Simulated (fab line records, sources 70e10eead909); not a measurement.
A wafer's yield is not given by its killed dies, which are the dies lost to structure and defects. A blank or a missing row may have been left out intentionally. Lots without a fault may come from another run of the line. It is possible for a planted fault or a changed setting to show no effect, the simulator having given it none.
Comparing a struck lot with a sound one	flow nand-harc	40 steps out of a route of 1159
Sound: these wafers, L414.3, L414.5, L414.6. Wafers L420.1, L420.5, L420.6 were the ones struck. The cause comes at the end.
Per side, at each step with rows, come the tool, then ch with its chambers, and then its first start. Under that, the readings that differ: sound wafers	struck wafers	difference of the means	sigmas: that difference in standard deviations of wafers without a fault.
alike: words and numbers the same on both sides, and readings whose means are apart by under 2 such deviations; not compared: readings that were withheld, readings missing a value for some wafer, numbers with overlapping values and no deviation given by the record, and bounds like >300 which may hide the same value.
The two part at a step that has a row with sigmas, a row that says differs or no value, or rows on one side only. Non-overlapping numbers with no deviation appear without sigmas and do not part them. A reading that every wafer of one side lacks parts them only if that side has two wafers or more.

NHARC_A_CONTACT_OVL_MEAS_09:
  struck on overlay-02, day 18 19:54; sound on overlay-02, day 17 09:58
  alike: overlay-x-nm, overlay-y-nm
NHARC_A_CONTACT_INSPECT_10:
  struck on defect-inspect-01, day 18 19:56; sound on defect-inspect-02, day 17 10:00
  alike: raw-defect-count
then, 3 steps without rows for these wafers: NHARC_A_CONTACT_DESCUM_13 (chemistry O2, time 3 s); NHARC_A_CONTACT_ETCH_88 (etches the open film in CF4, target depth 39 nm, time 65 s); NHARC_A_CONTACT_ETCH_89 (etches the open film in N2/H2, target depth 260 nm, time 475.3 s).
NHARC_A_CONTACT_ETCH_30: etches the open film in CF4/CHF3, target depth 60.5 nm, time 30.2 s.
  sound: rie-diel-04 ch 0,1,2; struck: rie-diel-02 ch 1,2
  alike: drypump-motor-current-A, mfc-ar-sccm, oes-product-au, rf-vpp-V, showerhead-plenum-p-Torr, throttle-valve-pct
  not compared: rf-hours-counter-h
then, 2 steps without rows for these wafers: NHARC_A_CONTACT_ETCH_31 (etches the open film in O2/COS, target depth 2000 nm, time 520 s); NHARC_A_CONTACT_ETCH_134 (etches the open film in C4F8/O2/Ar, time 140 s, target depth 700 nm).
NHARC_A_CONTACT_ETCH_135: etches the open film in C4F8/O2/Ar, time 132 s, target depth 1287 nm.
  sound on har-cap-etch-03 ch 0,1, day 17 11:20; struck on har-cap-etch-02 ch 0,1, day 18 21:26
  alike: oes-air-line-au
  not compared: rf-hours-counter-h
then, 2 steps without rows for these wafers: NHARC_A_CONTACT_ETCH_136 (etches the open film in C4F8/O2/Ar, time 132 s, target depth 1287 nm); NHARC_A_CONTACT_ETCH_137 (etches the open film in C4F8/O2/Ar, time 132 s, target depth 1287 nm).
NHARC_A_CONTACT_ETCH_138: etches the open film in C4F8/O2/Ar, time 132 s, target depth 1289 nm.
  sound on har-cap-etch-03 ch 0,1, day 17 11:43; struck on har-cap-etch-02 ch 0,1, day 18 21:48
  alike: oes-air-line-au
  not compared: rf-hours-counter-h
NHARC_A_CONTACT_ETCH_139: etches the open film in C4F8/O2/Ar, time 137 s, target depth 590 nm.
  sound on har-cap-etch-03 ch 0,1, day 17 11:53; struck on har-cap-etch-02 ch 0,1, day 18 21:56
  alike: oes-air-line-au
  not compared: rf-hours-counter-h
then, 1 step without rows for these wafers: NHARC_A_CONTACT_ETCH_92 (etches the open film in CH3F/O2, target depth 40 nm, time 85.7 s).
NHARC_A_CONTACT_ETCH_98: etches the open film in C4F6/O2, target depth 20 nm, time 10 s.
  sound: rie-diel-08 ch 0,1; struck: rie-diel-04 ch 0,3
  alike: drypump-motor-current-A, mfc-ar-sccm, oes-product-au, rf-vpp-V, showerhead-plenum-p-Torr, throttle-valve-pct
  not compared: rf-hours-counter-h
NHARC_A_CONTACT_CD_MEAS_15:
  struck on cd-sem-03, day 18 22:31; sound on cd-sem-01, day 17 12:31
  alike: cd-nm
then, 4 steps without rows for these wafers: NHARC_A_CONTACT_STRIP_107 (strips in N2/H2); NHARC_A_CONTACT_STRIP_108 (strips in CF4/CHF3); NHARC_A_CONTACT_STRIP_109 (strips in O2/COS); NHARC_A_CONTACT_ETCH_110 (etches the open film in CF4/O2, target depth 50 nm, overetch 5 nm, time 27.5 s).
NHARC_A_CONTACT_STRIP_26: strips in O2.
  sound: rie-diel-08 ch 2,3; struck: rie-diel-02 ch 0,1,2
  alike: drypump-motor-current-A, mfc-ar-sccm, oes-product-au, rf-vpp-V, showerhead-plenum-p-Torr, throttle-valve-pct
  not compared: rf-hours-counter-h
then, 15 steps without rows for these wafers: NHARC_A_CONTACT_STRIP_27 (strips in post etch residue remover, time 600 s); NHARC_A_CONTACT_ALD_18 (deposits TiN, target thk 3 nm, pulse time 1 s, ald cycles 150); NHARC_A_CONTACT_CVD_19 (deposits W, target thk 300 nm, time 802 s); NHARC_A_CONTACT_CMP_20 (polishes, t overpolish 30 s, target thk 300 nm); NHARC_A_CONTACT_SRD_22; NHARC_A_BLC_DEHYDRATE_00 (time 120 s); NHARC_A_BLC_HMDS_01 (time 30 s); NHARC_A_BLC_COAT_02 (time 75 s); NHARC_A_BLC_COAT_03 (time 65 s); NHARC_A_BLC_COAT_04 (resist thk 90 nm); NHARC_A_BLC_SOFTBAKE_05 (time 55 s); NHARC_A_BLC_EBR_06; NHARC_A_BLC_EXPOSE_07 (exposes mask A BLC, target cd 100 nm); NHARC_A_BLC_PEB_08 (peb time 65 s); NHARC_A_BLC_DEVELOP_09 (develop time 35 s).
NHARC_A_BLC_CD_MEAS_10: the cd target is 100 nm.
  sound on cd-sem-01 ch 0, day 17 15:29; struck on cd-sem-01 ch 0, day 19 04:44
  alike: cd-nm
NHARC_A_BLC_OVL_MEAS_11:
  struck on overlay-01, day 19 04:49; sound on overlay-02, day 17 15:34
  alike: overlay-x-nm, overlay-y-nm
then, 1 step without rows for these wafers: NHARC_A_BLC_DESCUM_15 (chemistry O2, time 3 s).
-- break in the record here, with 2 days between the starts of the struck wafers on either side (left off in module A_BLC, picked up again in module END, where the first step shown is number 1159 on the route) --
NHARC_END_SORT_01:
  the record has rows for the struck wafers here (prober-02 ch 0, day 21 05:10) and none for the sound ones

WHERE THEY PART
NHARC_END_SORT_01 only, going by this record.

WHY: the cause the simulator had injected
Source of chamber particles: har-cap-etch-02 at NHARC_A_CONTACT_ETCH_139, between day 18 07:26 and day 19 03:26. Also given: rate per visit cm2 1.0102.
